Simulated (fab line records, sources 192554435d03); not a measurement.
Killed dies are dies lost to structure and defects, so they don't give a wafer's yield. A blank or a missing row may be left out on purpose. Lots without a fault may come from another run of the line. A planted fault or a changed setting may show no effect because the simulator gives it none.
Split-lot experiment | flow n5_finfet | 7 lots, 21 wafers read, on a route of 1938 steps

THE SPLIT
At N5_DUMMY_GATE_COAT_28 (time 60 s, resist thk 10 nm), the setting spin_rpm was moved away from the recipe's 1500 rpm on 7 of the 21 wafers read, by -9.5% to +4.9%. The other wafers ran this setting at the recipe's value.

The reading is taken at the split's own step.

THE READING
underlayer_of_DUMMY_GATE_COAT_28.thk_nm (the simulator's own value, which no gauge read), in nm, at N5_DUMMY_GATE_COAT_28 (time 60 s, resist thk 10 nm). The file gives no usual value for it.

wafer  | tool, chamber at the split | spin_rpm as run, rpm | against the recipe | underlayer_of_DUMMY_GATE_COAT_28.thk_nm, nm | against lot-mates on the recipe
L080.2 | litho_track-04, 0          | 1500                 | recipe             | 10                                          | -
L080.3 | litho_track-04, 0          | 1500                 | recipe             | 10                                          | -
L080.5 | litho_track-04, 0          | 1500                 | recipe             | 10                                          | -
L082.1 | litho_track-05, 0          | 1391                 | -7.3%              | 10.4                                        | +0.4
L082.6 | litho_track-05, 0          | 1391                 | -7.3%              | 10.4                                        | +0.4
L082.4 | litho_track-05, 0          | 1500                 | recipe             | 10                                          | -
L083.1 | litho_track-04, 0          | 1446                 | -3.6%              | 10.2                                        | +0.2
L083.3 | litho_track-04, 0          | 1500                 | recipe             | 10                                          | -
L083.5 | litho_track-04, 0          | 1500                 | recipe             | 10                                          | -
L090.4 | litho_track-05, 0          | 1358                 | -9.5%              | 10.6                                        | +0.6
L090.5 | litho_track-05, 0          | 1358                 | -9.5%              | 10.6                                        | +0.6
L090.6 | litho_track-05, 0          | 1500                 | recipe             | 10                                          | -
L091.2 | litho_track-04, 0          | 1500                 | recipe             | 10                                          | -
L091.6 | litho_track-04, 0          | 1500                 | recipe             | 10                                          | -
L091.3 | litho_track-04, 0          | 1438                 | -4.1%              | 10.2                                        | +0.2
L092.1 | litho_track-04, 0          | 1500                 | recipe             | 10                                          | -
L092.6 | litho_track-04, 0          | 1500                 | recipe             | 10                                          | -
L092.3 | litho_track-04, 0          | 1574                 | +4.9%              | 9.8                                         | -0.2
L096.1 | litho_track-04, 0          | 1500                 | recipe             | 10                                          | -
L096.5 | litho_track-04, 0          | 1500                 | recipe             | 10                                          | -
L096.6 | litho_track-04, 0          | 1500                 | recipe             | 10                                          | -

THE FIT
A straight line over all 21 wafers: underlayer_of_DUMMY_GATE_COAT_28.thk_nm changes by -0.0575 nm for each +1% of spin_rpm; r = -0.99; the points scatter about the line by 0.028 nm.
The same after taking each lot's own level away (the mean of its wafers on the recipe; 21 wafers): -0.0575 nm for each +1%; r = -0.99; scatter 0.028 nm.
On that fit, the largest move of spin_rpm shifts the reading by 0.54 nm.
The lots' own levels span 10.00 to 10.00 nm.
So the lot-to-lot level changes the slope little: the two slopes agree.
Check: with one of the wafers moved furthest among these (-9.5%) left out of the fit, the line predicts +0.532 nm for it against its lot-mates. It came out at +0.6 nm against them.

OTHER SPLITS ON THESE WAFERS
These wafers also went through other splits before the reading. Each is held against what the fit with the lots' levels taken away leaves over:
other split on the same wafers          | wafers away from the commonest value | r with underlayer_of_DUMMY_GATE_COAT_28.thk_nm (lot level and that fit taken away)
N5_ZERO_LAYER_EXPOSE_08 dose_mj         | 2                                    | +0.01
N5_ZERO_LAYER_DEVELOP_10 develop_time_s | 11                                   | +0.07
N5_WELL_APT_PEB_23 peb_temp_c           | 7                                    | +0.06
N5_WELL_APT_DESCUM_30 time_s            | 5                                    | +0.59
N5_DUMMY_GATE_CVD_03 temp_c             | 6                                    | +0.31

THE FILE'S OWN FIT
underlayer_of_DUMMY_GATE_COAT_28.thk_nm changes by -0.0565 nm for each +1% of spin_rpm, r = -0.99.
